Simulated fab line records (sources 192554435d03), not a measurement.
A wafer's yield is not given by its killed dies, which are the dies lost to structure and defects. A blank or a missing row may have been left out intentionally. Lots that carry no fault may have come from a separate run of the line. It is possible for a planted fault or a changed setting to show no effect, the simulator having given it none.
fab line records | flow n5_finfet
record: lots: 13 | wafers: 39 | last_day: 17
route steps=1938 shown SD_ACTIVATION@331 ILD0@335 PASSIVATION@1936
lots untouched by any fault: they come from a run of this same line in which no faults occurred
start_h: start of the lot's first displayed wafer, in hours after the record's first day | wait_h: hours since the lot's step before | " the same as in the row above | L1.1+2: a single row standing in for several wafers | - no value present, or no start provided | * or withheld: withheld | < > ~ a bound
route shown NAME@n: a module of which the file shows steps, and the number in the route of the first | usual: mean and standard deviation over wafers with no fault | same: alike in all rows | chamber/n: place in a boat | sites: readings site by site | _std_site: their standard deviation | _edge_site: mean of outer sites minus mean of inner sites | radius_mm: how far each site lies from the wafer's centre | mask NAME#n: copy n | behind: the last tool/chamber to shape the wafer | hold: the reason the lot was held/the length of the hold in hours/how it ended | device: the transistor (n, p or np) that didn't switch | end of line: the tests these same wafers got at the end of their route | step lacking rows: just its recipe | killed: at the first sort, the dies lost to defects and structure; wafer yield is something else | map: dies across one wafer; x = killed, . = not, _ = none there
set.NAME: setting as actually run; set.NAME@STEP: the setting as run at that earlier step | model.NAME: the simulator's own value behind a step, which no gauge read
one table for each step of the route and one row for each wafer, over a sample of lots
services: when a tool's chamber went out of use (start_h, in hours from the record's first day, below 0 if earlier), for how many hours, and the reason
== steps ==
step: N5_SD_ACTIVATION_LSA_01
recipe: temp_c: 1080 | time_s: 0.0008 | ambient: N2
usual: wafer_temp_C_max: 1087.5/1.7
lot.wafer | tool            | chamber | start_h | wait_h | wafer_temp_C_max
L698.2    | laser_anneal-01 | 0       | 70.65   | 0.2    | 1088.7
L698.3    | "               | 0       | "       | "      | 1087.7
L698.6    | "               | 0       | "       | "      | 1089.2
L699.1    | laser_anneal-02 | 0       | 80.07   | 0.2    | 1085.9
L699.3    | "               | 0       | "       | "      | 1089.8
L699.6    | "               | 0       | "       | "      | 1087.8
L700.1    | laser_anneal-01 | 0       | 81.35   | 0.2    | 1088.7
L700.5    | "               | 0       | "       | "      | 1088.0
L700.6    | "               | 0       | "       | "      | 1089.9
L701.3    | laser_anneal-02 | 0       | 89.94   | 0.2    | 1084.6
L701.4    | "               | 0       | "       | "      | 1086.9
L701.5    | "               | 0       | "       | "      | 1085.6
L702.2    | laser_anneal-01 | 0       | 94.27   | 0.2    | 1087.3
L702.4    | "               | 0       | "       | "      | 1087.3
L702.6    | "               | 0       | "       | "      | 1089.3
L703.2    | laser_anneal-02 | 0       | 100.04  | 0.2    | 1086.8
L703.3    | "               | 0       | "       | "      | 1086.4
L703.4    | "               | 0       | "       | "      | 1088.8
L704.2    | laser_anneal-01 | 0       | 106.95  | 0.2    | 1088.5
L704.3    | "               | 0       | "       | "      | 1085.6
L704.6    | "               | 0       | "       | "      | 1088.3
L708.1    | laser_anneal-01 | 0       | 132.80  | 0.2    | 1072.7
L708.3    | "               | 0       | "       | "      | 1071.7
L708.4    | "               | 0       | "       | "      | 1074.3
L710.1    | laser_anneal-01 | 0       | 143.09  | 0.2    | 1072.0
L710.4    | "               | 0       | "       | "      | 1073.2
L710.5    | "               | 0       | "       | "      | 1075.9
L713.1    | laser_anneal-02 | 0       | 160.51  | 0.2    | 1085.6
L713.3    | "               | 0       | "       | "      | 1087.3
L713.5    | "               | 0       | "       | "      | 1087.1
L715.3    | laser_anneal-02 | 0       | 171.16  | 0.2    | 1088.3
L715.5    | "               | 0       | "       | "      | 1086.6
L715.6    | "               | 0       | "       | "      | 1085.9
L717.1    | laser_anneal-02 | 0       | 185.03  | 0.2    | 1085.6
L717.2    | "               | 0       | "       | "      | 1085.3
L717.4    | "               | 0       | "       | "      | 1085.8
L719.2    | laser_anneal-02 | 0       | 196.07  | 0.2    | 1086.3
L719.5    | "               | 0       | "       | "      | 1084.8
L719.6    | "               | 0       | "       | "      | 1086.3
step: N5_ILD0_LINER_00
recipe: material: SiNx | target_thk_a: 40 | temp_c: 400 | ald_precursor_family: SiH2I2 | ald_co_reactant: N2/H2-plasma | pulse_time_s: 1 | purge_time_s: 2 | co_reactant_purge_time_s: 2 | ald_cycles: 80 | pressure_torr: 2
usual: heater_power_w: 813/79 | precursor_pulse_height_rel: 0.998/0.02
same: purge_time_s: 2
lot.wafer | tool       | chamber | start_h | wait_h | heater_power_w | precursor_pulse_height_rel
L698.2    | ald_sin-02 | 2       | 71.19   | 0.0    | 943            | 0.973
L698.3    | "          | 3       | "       | "      | 1058           | 1.005
L698.6    | "          | 0       | "       | "      | 841            | 0.997
L699.1    | ald_sin-01 | 2       | 81.12   | 0.5    | 825            | 1.007
L699.3    | "          | 3       | "       | "      | 773            | 0.969
L699.6    | "          | 0       | "       | "      | 662            | 1.030
L700.1    | ald_sin-01 | 1       | 81.91   | 0.0    | 822            | 1.015
L700.5    | "          | 2       | "       | "      | 841            | 1.039
L700.6    | "          | 3       | "       | "      | 769            | 1.018
L701.3    | ald_sin-01 | 0       | 90.59   | 0.2    | 668            | 0.998
L701.4    | "          | 3       | "       | "      | 771            | 0.963
L701.5    | "          | 1       | "       | "      | 842            | 1.006
L702.2    | ald_sin-04 | 2       | 95.02   | 0.3    | 871            | 1.048
L702.4    | "          | 0       | "       | "      | 809            | 1.008
L702.6    | "          | 3       | "       | "      | 782            | 0.999
L703.2    | ald_sin-01 | 0       | 100.57  | 0.0    | 669            | 1.006
L703.3    | "          | 1       | "       | "      | 837            | 0.998
L703.4    | "          | 1       | "       | "      | 827            | 0.994
L704.2    | ald_sin-01 | 3       | 107.48  | 0.0    | 762            | 1.025
L704.3    | "          | 0       | "       | "      | 657            | 0.971
L704.6    | "          | 3       | "       | "      | 757            | 1.006
L708.1    | ald_sin-02 | 0       | 133.36  | 0.0    | 869            | 0.996
L708.3    | "          | 1       | "       | "      | 726            | 0.987
L708.4    | "          | 2       | "       | "      | 877            | 1.005
L710.1    | ald_sin-04 | 0       | 143.65  | 0.0    | 814            | 1.002
L710.4    | "          | 1       | "       | "      | 841            | 0.987
L710.5    | "          | 3       | "       | "      | 800            | 0.995
L713.1    | ald_sin-02 | 0       | 161.08  | 0.0    | 874            | 1.014
L713.3    | "          | 2       | "       | "      | 873            | 1.023
L713.5    | "          | 0       | "       | "      | 891            | 1.009
L715.3    | ald_sin-01 | 1       | 171.67  | 0.0    | 846            | 0.996
L715.5    | "          | 2       | "       | "      | 851            | 0.989
L715.6    | "          | 1       | "       | "      | 843            | 0.982
L717.1    | ald_sin-02 | 1       | 185.60  | 0.0    | 727            | 1.013
L717.2    | "          | 2       | "       | "      | 899            | 1.005
L717.4    | "          | 0       | "       | "      | 883            | 1.006
L719.2    | ald_sin-01 | 3       | 196.60  | 0.0    | 787            | 1.021
L719.5    | "          | 3       | "       | "      | 772            | 1.018
L719.6    | "          | 2       | "       | "      | 833            | 0.998
step: N5_ILD0_ALD_15
recipe: material: SiNx | target_thk_a: 240 | temp_c: 400 | ald_precursor_family: SiH2I2 | ald_co_reactant: N2/H2-plasma | pulse_time_s: 1 | ald_cycles: 480 | purge_time_s: 2 | co_reactant_purge_time_s: 2 | pressure_torr: 2
usual: heater_power_w: 839/120 | precursor_pulse_height_rel: 1.001/0.021
same: purge_time_s: 2
lot.wafer | tool       | chamber | start_h | wait_h | heater_power_w | precursor_pulse_height_rel
L698.2    | ald_sin-02 | 1       | 75.55   | 0.9    | 728            | 1.022
L698.3    | "          | 2       | "       | "      | 930            | 0.975
L698.6    | "          | 3       | 76.64   | 1.1    | 1084           | 1.006
L699.1    | ald_sin-02 | 1       | 84.82   | 0.6    | 733            | 0.994
L699.3    | "          | 3       | "       | "      | 1077           | 0.984
L699.6    | "          | 2       | 85.91   | 1.1    | 942            | 0.994
L700.1    | ald_sin-04 | 3       | 86.24   | 1.2    | 780            | 1.029
L700.5    | "          | 0       | 87.33   | 1.8    | 801            | 1.009
L700.6    | "          | 3       | "       | "      | 792            | 1.020
L701.3    | ald_sin-01 | 0       | 94.29   | 0.4    | 664            | 0.987
L701.4    | "          | 1       | 95.38   | 1.3    | 849            | 1.009
L701.5    | "          | 0       | "       | "      | 663            | 1.026
L702.2    | ald_sin-04 | 0       | 98.74   | 0.5    | 814            | 0.964
L702.4    | "          | 2       | "       | "      | 872            | 0.968
L702.6    | "          | 2       | 99.82   | 1.1    | 867            | 1.004
L703.2    | ald_sin-02 | 1       | 104.28  | 0.5    | 727            | 1.000
L703.3    | "          | 2       | "       | "      | 880            | 1.059
L703.4    | "          | 0       | "       | "      | 873            | 1.030
L704.2    | ald_sin-04 | 0       | 111.31  | 0.5    | 798            | 1.003
L704.3    | "          | 2       | "       | "      | 859            | 0.997
L704.6    | "          | 0       | 112.39  | 1.1    | 790            | 0.989
L708.1    | ald_sin-01 | 1       | 137.42  | 0.6    | 853            | 1.017
L708.3    | "          | 2       | "       | "      | 833            | 1.013
L708.4    | "          | 3       | "       | "      | 789            | 1.038
L710.1    | ald_sin-02 | 3       | 147.72  | 0.7    | 1131           | 1.006
L710.4    | "          | 2       | "       | "      | 893            | 1.010
L710.5    | "          | 1       | 148.81  | 1.4    | 738            | 1.005
L713.1    | ald_sin-02 | 2       | 164.78  | 0.6    | 882            | 1.033
L713.3    | "          | 3       | "       | "      | 1166           | 0.990
L713.5    | "          | 0       | 165.86  | 1.2    | 849            | 1.020
L715.3    | ald_sin-01 | 3       | 175.37  | 0.4    | 771            | 0.971
L715.5    | "          | 0       | 176.46  | 1.2    | 677            | 1.032
L715.6    | "          | 1       | "       | "      | 863            | 0.999
L717.1    | ald_sin-01 | 0       | 189.68  | 0.6    | 668            | 1.012
L717.2    | "          | 1       | "       | "      | 844            | 1.026
L717.4    | "          | 3       | "       | "      | 764            | 0.977
L719.2    | ald_sin-02 | 3       | 200.76  | 0.5    | 1116           | 0.982
L719.5    | "          | 3       | 201.85  | 1.2    | 1116           | 1.013
L719.6    | "          | 0       | "       | "      | 868            | 1.000
step: N5_ILD0_INSPECT_06
recipe: inspect_instrument: darkfield | mode: post_cmp
usual: raw_defect_count: 38/15
lot.wafer | tool              | chamber | start_h | wait_h | raw_defect_count
L698.2    | defect_inspect-02 | -       | 78.07   | 0.0    | 35
L698.3    | "                 | -       | "       | "      | 24
L698.6    | "                 | -       | "       | "      | 24
L699.1    | defect_inspect-02 | -       | 87.34   | 0.0    | 17
L699.3    | "                 | -       | "       | "      | 21
L699.6    | "                 | -       | "       | "      | 34
L700.1    | defect_inspect-01 | -       | 88.76   | 0.0    | 59
L700.5    | "                 | -       | "       | "      | 36
L700.6    | "                 | -       | "       | "      | 64
L701.3    | defect_inspect-02 | -       | 96.82   | 0.0    | 40
L701.4    | "                 | -       | "       | "      | 35
L701.5    | "                 | -       | "       | "      | 16
L702.2    | defect_inspect-01 | -       | 101.26  | 0.0    | 54
L702.4    | "                 | -       | "       | "      | 38
L702.6    | "                 | -       | "       | "      | 39
L703.2    | defect_inspect-02 | -       | 106.80  | 0.0    | 24
L703.3    | "                 | -       | "       | "      | 37
L703.4    | "                 | -       | "       | "      | 19
L704.2    | defect_inspect-01 | -       | 113.83  | 0.0    | 40
L704.3    | "                 | -       | "       | "      | 41
L704.6    | "                 | -       | "       | "      | 27
L708.1    | defect_inspect-01 | -       | 139.94  | 0.0    | 29
L708.3    | "                 | -       | "       | "      | 10
L708.4    | "                 | -       | "       | "      | 27
L710.1    | defect_inspect-01 | -       | 150.24  | 0.0    | 24
L710.4    | "                 | -       | "       | "      | 44
L710.5    | "                 | -       | "       | "      | 19
L713.1    | defect_inspect-01 | -       | 167.30  | 0.0    | 38
L713.3    | "                 | -       | "       | "      | 37
L713.5    | "                 | -       | "       | "      | 57
L715.3    | defect_inspect-02 | -       | 177.90  | 0.0    | 44
L715.5    | "                 | -       | "       | "      | 36
L715.6    | "                 | -       | "       | "      | 30
L717.1    | defect_inspect-01 | -       | 192.20  | 0.0    | 70
L717.2    | "                 | -       | "       | "      | 45
L717.4    | "                 | -       | "       | "      | 71
L719.2    | defect_inspect-01 | -       | 203.28  | 0.0    | 32
L719.5    | "                 | -       | "       | "      | 31
L719.6    | "                 | -       | "       | "      | 27
step: N5_PASSIVATION_PROBE_49
usual: killed_at_M0_to_M3: 34/8.9 | killed_at_M4_up: 13/4.6 | killed_at_contacts: 12/5.5 | killed_at_front_end: 41/11 | killed_at_other: 3.1/2.9 | killed_dies: 102/16 | killed_open: 66/11 | killed_short: 34/7.6
same: gross_dies: 1180 | killed_at_back_side: 0
lot.wafer | tool      | chamber | start_h | wait_h | killed_at_M0_to_M3 | killed_at_M4_up | killed_at_contacts | killed_at_front_end | killed_at_other | killed_dies | killed_open | killed_short
L698.2    | prober-01 | -       | 277.57  | 0.1    | 38                 | 14              | 12                 | 31                  | 2               | 97          | 68          | 28
L698.3    | prober-01 | -       | 277.62  | 0.1    | 32                 | 11              | 13                 | 50                  | 2               | 108         | 67          | 31
L698.6    | prober-01 | -       | 277.77  | 0.3    | 31                 | 14              | 2                  | 42                  | 1               | 90          | 67          | 22
L700.1    | prober-01 | -       | 286.01  | 0.0    | 48                 | 16              | 14                 | 32                  | 2               | 112         | 69          | 41
L700.5    | prober-01 | -       | 286.21  | 0.2    | 54                 | 12              | 5                  | 46                  | 3               | 120         | 71          | 49
L700.6    | prober-01 | -       | 286.26  | 0.3    | 36                 | 15              | 15                 | 15                  | 5               | 86          | 54          | 32
L702.2    | prober-01 | -       | 297.28  | 0.1    | 35                 | 12              | 13                 | 61                  | 3               | 124         | 78          | 40
L702.4    | prober-01 | -       | 297.38  | 0.2    | 40                 | 13              | 21                 | 34                  | 4               | 112         | 70          | 42
L702.6    | prober-01 | -       | 297.48  | 0.3    | 20                 | 19              | 2                  | 41                  | 2               | 84          | 62          | 18
L703.2    | prober-01 | -       | 305.85  | 0.1    | 32                 | 11              | 10                 | 67                  | 7               | 127         | 75          | 42
L703.3    | prober-01 | -       | 305.90  | 0.1    | 35                 | 9               | 16                 | 52                  | 5               | 117         | 70          | 47
L703.4    | prober-01 | -       | 305.95  | 0.2    | 28                 | 13              | 18                 | 53                  | 0               | 112         | 73          | 38
L710.1    | prober-01 | -       | 354.29  | 0.0    | 27                 | 9               | 15                 | 48                  | 9               | 108         | 70          | 37
L710.4    | prober-01 | -       | 354.44  | 0.2    | 24                 | 10              | 15                 | 35                  | 5               | 89          | 59          | 29
L710.5    | prober-01 | -       | 354.49  | 0.2    | 26                 | 11              | 8                  | 37                  | 1               | 83          | 53          | 26
L715.3    | prober-02 | -       | 384.82  | 0.1    | 40                 | 9               | 14                 | 38                  | 1               | 102         | 70          | 32
L715.5    | prober-02 | -       | 384.92  | 0.2    | 38                 | 19              | 7                  | 39                  | 1               | 104         | 71          | 33
L715.6    | prober-02 | -       | 384.97  | 0.3    | 52                 | 17              | 15                 | 39                  | 5               | 128         | 84          | 44
L717.1    | prober-02 | -       | 391.92  | 0.0    | 44                 | 16              | 5                  | 25                  | 4               | 94          | 54          | 37
L717.2    | prober-02 | -       | 391.97  | 0.1    | 37                 | 16              | 16                 | 38                  | 7               | 114         | 81          | 31
L717.4    | prober-02 | -       | 392.07  | 0.2    | 32                 | 10              | 11                 | 48                  | 0               | 101         | 60          | 41
L719.2    | prober-01 | -       | 407.83  | 0.1    | 25                 | 14              | 7                  | 38                  | 1               | 85          | 45          | 38
L719.5    | prober-01 | -       | 407.98  | 0.2    | 33                 | 16              | 7                  | 27                  | 2               | 85          | 55          | 30
L719.6    | prober-01 | -       | 408.03  | 0.3    | 42                 | 19              | 6                  | 36                  | 2               | 105         | 63          | 42
killed by level:class
L698.2 MOL_CONTACT_COAG:geometric_particle:open=9 BEOL_M1:geometric_particle:open=9 FIN_SAQP:geometric_particle:open=8 BEOL_M2:geometric_particle:open=8 BEOL_M3:geometric_particle:open=6 BEOL_M4:geometric_particle:open=6 FIN_SAQP:geometric_particle:short=5 GATE_CUT:geometric_particle:short=5
L698.3 FIN_SAQP:geometric_particle:open=12 MOL_CONTACT_COAG:geometric_particle:open=12 BEOL_M0_SAQP:geometric_particle:short=10 FIN_SAQP:geometric_particle:short=9 HKMG_FIN:area_etch=9 BEOL_M3:geometric_particle:open=8 GATE_CUT:geometric_particle:short=6 DUMMY_GATE:geometric_particle:open=5
L698.6 BEOL_M3:geometric_particle:open=11 FIN_SAQP:geometric_particle:open=10 FIN_SAQP:geometric_particle:short=8 BEOL_M2:geometric_particle:open=6 STI_FIN_REVEAL:geometric_particle:open=5 BEOL_M0_SAQP:geometric_particle:open=5 BEOL_M7:geometric_particle:open=5 STARTING-WAFER:geometric_particle:open=5
L700.1 BEOL_M0_SAQP:geometric_particle:open=13 BEOL_M0_SAQP:geometric_particle:short=11 MOL_CONTACT_COAG:geometric_particle:open=11 FIN_SAQP:geometric_particle:open=10 BEOL_M1:geometric_particle:short=8 BEOL_M4:geometric_particle:open=8 BEOL_M3:geometric_particle:open=7 FIN_SAQP:geometric_particle:short=6
L700.5 BEOL_M0_SAQP:geometric_particle:open=21 BEOL_M0_SAQP:geometric_particle:short=18 FIN_SAQP:geometric_particle:short=13 BEOL_M1:geometric_particle:open=9 STI_FIN_REVEAL:geometric_particle:open=7 FIN_SAQP:geometric_particle:open=6 MOL_CONTACT_COAG:geometric_particle:open=5 BEOL_M4:geometric_particle:open=5
L700.6 BEOL_M0_SAQP:geometric_particle:short=15 MOL_CONTACT_COAG:geometric_particle:open=14 BEOL_M5:geometric_particle:open=8 BEOL_M0_SAQP:geometric_particle:open=7 BEOL_M2:geometric_particle:open=4 STARTING-WAFER:geometric_particle:open=4 BEOL_M1:geometric_particle:open=3 BEOL_M3:geometric_particle:open=3
L702.2 STI_FIN_REVEAL:geometric_particle:open=14 MOL_CONTACT_COAG:geometric_particle:open=11 FIN_SAQP:geometric_particle:short=8 BEOL_M0_SAQP:geometric_particle:short=8 BEOL_M0_SAQP:geometric_particle:open=8 BEOL_M1:geometric_particle:open=8 FIN_SAQP:geometric_particle:open=7 BEOL_M2:geometric_particle:open=7
L702.4 BEOL_M0_SAQP:geometric_particle:short=12 MOL_CONTACT_COAG:geometric_particle:open=11 MOL_CONTACT_COAG:geometric_particle:short=10 BEOL_M0_SAQP:geometric_particle:open=9 BEOL_M4:geometric_particle:open=9 BEOL_M2:geometric_particle:open=8 FIN_SAQP:geometric_particle:open=6 STI_FIN_REVEAL:geometric_particle:open=6
L702.6 STI_FIN_REVEAL:geometric_particle:open=16 BEOL_M4:geometric_particle:open=13 BEOL_M0_SAQP:geometric_particle:open=6 BEOL_M2:geometric_particle:open=6 STI_FIN_REVEAL:geometric_particle:short=4 BEOL_M1:geometric_particle:open=4 HKMG_FIN:area_etch=4 GATE_CUT:geometric_particle:short=3
L703.2 STI_FIN_REVEAL:geometric_particle:open=15 DUMMY_GATE:geometric_particle:open=9 HKMG_FIN:area_etch=9 MOL_CONTACT_COAG:geometric_particle:open=8 FIN_SAQP:geometric_particle:short=7 BEOL_M0_SAQP:geometric_particle:short=7 BEOL_M1:geometric_particle:open=7 FIN_SAQP:geometric_particle:open=6
L703.3 STI_FIN_REVEAL:geometric_particle:open=22 BEOL_M0_SAQP:geometric_particle:short=16 BEOL_M0_SAQP:geometric_particle:open=13 MOL_CONTACT_COAG:geometric_particle:open=12 STI_FIN_REVEAL:geometric_particle:short=5 FIN_SAQP:geometric_particle:short=4 FIN_SAQP:geometric_particle:open=4 DUMMY_GATE:geometric_particle:open=4
L703.4 FIN_SAQP:geometric_particle:short=17 MOL_CONTACT_COAG:geometric_particle:open=16 FIN_SAQP:geometric_particle:open=14 BEOL_M0_SAQP:geometric_particle:short=9 STI_FIN_REVEAL:geometric_particle:open=6 BEOL_M2:geometric_particle:open=6 BEOL_M4:geometric_particle:open=6 BEOL_M0_SAQP:geometric_particle:open=4
L710.1 FIN_SAQP:geometric_particle:short=13 FIN_SAQP:geometric_particle:open=12 MOL_CONTACT_COAG:geometric_particle:open=11 STI_FIN_REVEAL:geometric_particle:open=9 BEOL_M0_SAQP:geometric_particle:open=6 BEOL_M3:geometric_particle:open=5 GATE_CUT:geometric_particle:short=4 MOL_CONTACT_COAG:geometric_particle:short=4
L710.4 MOL_CONTACT_COAG:geometric_particle:open=11 FIN_SAQP:geometric_particle:short=7 STI_FIN_REVEAL:geometric_particle:open=6 ILD0:geometric_particle:short=5 BEOL_M0:geometric_particle:open=5 BEOL_M2:geometric_particle:open=5 BEOL_M3:geometric_particle:open=5 FIN_SAQP:geometric_particle:open=4
L710.5 STI_FIN_REVEAL:geometric_particle:open=9 MOL_CONTACT_COAG:geometric_particle:open=8 BEOL_M1:geometric_particle:open=8 FIN_SAQP:geometric_particle:open=6 BEOL_M0_SAQP:geometric_particle:open=5 BEOL_M0_SAQP:geometric_particle:short=5 BEOL_M3:geometric_particle:open=5 FIN_SAQP:geometric_particle:short=4
L715.3 FIN_SAQP:geometric_particle:open=11 BEOL_M3:geometric_particle:open=10 MOL_CONTACT_COAG:geometric_particle:open=10 BEOL_M1:geometric_particle:open=10 BEOL_M0_SAQP:geometric_particle:short=8 DUMMY_GATE:geometric_particle:open=7 BEOL_M4:geometric_particle:open=5 DUMMY_GATE:geometric_particle:short=4
L715.5 BEOL_M0_SAQP:geometric_particle:open=9 FIN_SAQP:geometric_particle:open=8 BEOL_M0_SAQP:geometric_particle:short=8 MOL_CONTACT_COAG:geometric_particle:open=7 BEOL_M5:geometric_particle:open=7 STI_FIN_REVEAL:geometric_particle:open=6 DUMMY_GATE:geometric_particle:open=6 BEOL_M2:geometric_particle:open=5
L715.6 FIN_SAQP:geometric_particle:open=12 BEOL_M0_SAQP:geometric_particle:open=12 MOL_CONTACT_COAG:geometric_particle:open=11 BEOL_M0_SAQP:geometric_particle:short=11 BEOL_M3:geometric_particle:open=10 FIN_SAQP:geometric_particle:short=5 STARTING-WAFER:geometric_particle:open=5 BEOL_M2:geometric_particle:short=5
L717.1 BEOL_M0_SAQP:geometric_particle:short=14 BEOL_M0_SAQP:geometric_particle:open=9 BEOL_M1:geometric_particle:open=9 BEOL_M4:geometric_particle:open=8 BEOL_M3:geometric_particle:open=6 ILD0:geometric_particle:short=4 ILD0:geometric_particle:open=4 BEOL_M4:geometric_particle:short=4
L717.2 STI_FIN_REVEAL:geometric_particle:open=15 BEOL_M0_SAQP:geometric_particle:open=14 MOL_CONTACT_COAG:geometric_particle:open=14 BEOL_M4:geometric_particle:open=12 BEOL_M0_SAQP:geometric_particle:short=8 BEOL_M2:geometric_particle:open=5 FIN_SAQP:geometric_particle:short=4 STARTING-WAFER:geometric_particle:short=4
L717.4 STI_FIN_REVEAL:geometric_particle:open=9 BEOL_M0_SAQP:geometric_particle:open=9 ILD0:geometric_particle:short=8 BEOL_M0_SAQP:geometric_particle:short=7 MOL_CONTACT_COAG:geometric_particle:open=7 BEOL_M3:geometric_particle:open=7 FIN_SAQP:geometric_particle:open=6 FIN_SAQP:geometric_particle:short=5
L719.2 STI_FIN_REVEAL:geometric_particle:open=8 MOL_CONTACT_COAG:geometric_particle:open=6 DUMMY_GATE:geometric_particle:open=5 BEOL_M0_SAQP:geometric_particle:short=5 BEOL_M3:geometric_particle:short=5 FIN_SAQP:geometric_particle:open=4 FIN_SAQP:geometric_particle:short=4 BEOL_M0_SAQP:geometric_particle:open=4
L719.5 BEOL_M4:geometric_particle:open=12 BEOL_M3:geometric_particle:open=9 BEOL_M0_SAQP:geometric_particle:short=8 BEOL_M0_SAQP:geometric_particle:open=6 STI_FIN_REVEAL:geometric_particle:open=5 STARTING-WAFER:geometric_particle:short=5 MOL_CONTACT_COAG:geometric_particle:open=4 STARTING-WAFER:geometric_particle:open=4
L719.6 BEOL_M0_SAQP:geometric_particle:short=11 STI_FIN_REVEAL:geometric_particle:open=7 BEOL_M0_SAQP:geometric_particle:open=7 BEOL_M3:geometric_particle:open=7 FIN_SAQP:geometric_particle:open=6 BEOL_M4:geometric_particle:open=6 FIN_SAQP:geometric_particle:short=5 BEOL_M1:geometric_particle:short=5
== services ==
tool            | chamber | start_h | hours | kind
ald_sin-02      | 0       | 53.79   | 8.8   | repair
ald_sin-01      | 0       | 57.93   | 6.9   | repair
ald_sin-01      | 2       | 86.81   | 36.7  | repair
ald_sin-02      | -       | 87.00   | 14.0  | pm
ald_sin-02      | 0       | 87.00   | 14.0  | vent_cycle
ald_sin-02      | 1       | 87.00   | 14.0  | vent_cycle
ald_sin-02      | 2       | 87.00   | 14.0  | vent_cycle
ald_sin-02      | 3       | 87.00   | 14.0  | vent_cycle
ald_sin-02      | 0       | 101.00  | -     | clean
ald_sin-02      | 1       | 101.00  | -     | clean
ald_sin-02      | 2       | 101.00  | -     | clean
ald_sin-02      | 3       | 101.00  | -     | clean
ald_sin-04      | 3       | 118.43  | 18.7  | repair
ald_sin-02      | 3       | 155.95  | 8.6   | repair
laser_anneal-02 | -       | 162.51  | 2.5   | repair
ald_sin-02      | 3       | 167.12  | 5.0   | repair
laser_anneal-02 | -       | 177.56  | 1.6   | pm
== key ==
first_sign: step: N5_SD_ACTIVATION_LSA_01 | reading: wafer_temp_C_max | direction: down | sigmas: 8.3 | usual: * | struck: *
effect none on later readings
met_at N5_SD_ACTIVATION_LSA_01
struck_lots L708,L710
tester_left_out L708,L710
not_acting_at N5_ILD0_LINER_00,N5_ILD0_ALD_15,N5_ILD0_INSPECT_06
onset_between 106.95 132.80
fault: kind: process_parameter_drift | tool: laser_anneal-01 | chamber: - | onset_h: 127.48 | steps: N5_SD_ACTIVATION_LSA_01 | channel: temp_c | offset: * | shape: step | end_h: 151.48 | stated: *
tester_left_out: of these lots the tester's yield and bins aren't shown, on N5 and GAA mostly nor the transistor test; their killed dies are dies lost to structure and defects alone, not to doping, threshold or leakage, so they don't give the yield
